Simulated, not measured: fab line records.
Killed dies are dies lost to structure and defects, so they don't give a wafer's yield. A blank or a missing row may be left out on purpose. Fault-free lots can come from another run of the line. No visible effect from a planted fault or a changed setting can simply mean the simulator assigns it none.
2 desks looking at one fault + flow nand_harc + every desk sees just its own numbers, and what lay behind them comes last

AT THE METROLOGY DESK
Means of the sampled wafers that have a number, per lot and without regard to the tool the lot ran on: this is what the gauges read. Any lot whose mean is over 4 standard deviations away from the usual mean is out of limits and marked OUT; that distance is given in the brackets.
Columns: A = cd_nm at NHARC_A_CONTACT_CD_MEAS_42, usual 300.2 nm; B = overlay_x_nm at NHARC_A_CONTACT_OVL_MEAS_43, usual 0.3 nm; C = overlay_y_nm at NHARC_A_CONTACT_OVL_MEAS_43, usual 0.2 nm
| lot  | first seen here | A                | B    | C    |
|------|-----------------|------------------|------|------|
| L146 | day 22 03:46    | 300.6            | 0.6  | 1.0  |
| L148 | day 22 05:10    | 300.3            | 0.8  | -0.9 |
| L150 | day 24 03:19    | 300.6            | 0.2  | -1.0 |
| L151 | day 24 03:44    | 300.1            | -0.5 | 0.8  |
| L152 | day 24 17:29    | 300.0            | 0.0  | 0.6  |
| L155 | day 26 06:37    | 300.2            | -0.5 | 1.3  |
| L157 | day 26 06:47    | 299.6            | 0.6  | 1.0  |
| L158 | day 27 03:04    | 300.3            | 0.5  | -0.1 |
| L162 | day 27 12:55    | 302.1 (+4.3) OUT | 0.3  | 1.4  |
| L165 | day 30 03:41    | 302.3 (+4.7) OUT | -0.3 | 0.6  |
| L167 | day 30 04:59    | 299.7            | -0.9 | 0.8  |
| L168 | day 30 13:29    | 300.6            | 0.8  | 0.0  |
This desk finds L162, L165 out of limits, L162 being first, at day 27 12:55 (cd_nm at NHARC_A_CONTACT_CD_MEAS_42). L146, L148, L150, L151, L152, L155, L157, L158, L167, L168: within limits.

DESK OF THE TOOL OWNER: arfi_scanner-02
The tool's own readings at NHARC_A_CONTACT_EXPOSE_39 (exposes mask A CC 3): means of the sampled wafers that have a number, for each lot that ran on this tool. Any lot whose mean is over 4 standard deviations away from the usual mean is out of limits and marked OUT; that distance is given in the brackets.
Columns: A = exposure_dose_mJ_cm2 at NHARC_A_CONTACT_EXPOSE_39, usual 58.76; B = reticle_temp_C at NHARC_A_CONTACT_EXPOSE_39, usual 22.95 C
| lot  | first seen here | A               | B     |
|------|-----------------|-----------------|-------|
| L146 | day 22 03:38    | 58.77           | 22.95 |
| L151 | day 24 03:35    | 58.72           | 22.86 |
| L152 | day 24 17:20    | 58.66           | 22.96 |
| L157 | day 26 06:38    | 58.75           | 23.00 |
| L158 | day 27 02:55    | 58.73           | 22.95 |
| L162 | day 27 12:47    | 61.34 (+46) OUT | 23.09 |
| L165 | day 30 03:33    | 60.93 (+39) OUT | 22.96 |
This desk finds L162, L165 out of limits, L162 being first, at day 27 12:47 (exposure_dose_mJ_cm2 at NHARC_A_CONTACT_EXPOSE_39). L146, L151, L152, L157, L158: within limits.

BROUGHT TOGETHER
On L162, L165, at day 27 12:47, an alarm was possible from the tool owner's desk.
L162, L165 would have let the metrology desk raise an alarm at day 27 12:55.
On arfi_scanner-02, each named lot ran NHARC_A_CONTACT_EXPOSE_39.

WHAT HAD BEEN PUT IN BY THE SIMULATOR
Drift in process parameters on arfi_scanner-02 at NHARC_A_CONTACT_EXPOSE_39, starting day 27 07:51. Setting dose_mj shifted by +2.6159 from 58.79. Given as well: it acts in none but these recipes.
Lots struck among those shown: L162, L165.
Time in hours from fault onset to the first out-of-limits reading at each desk: tool owner's desk 5, metrology desk 5.
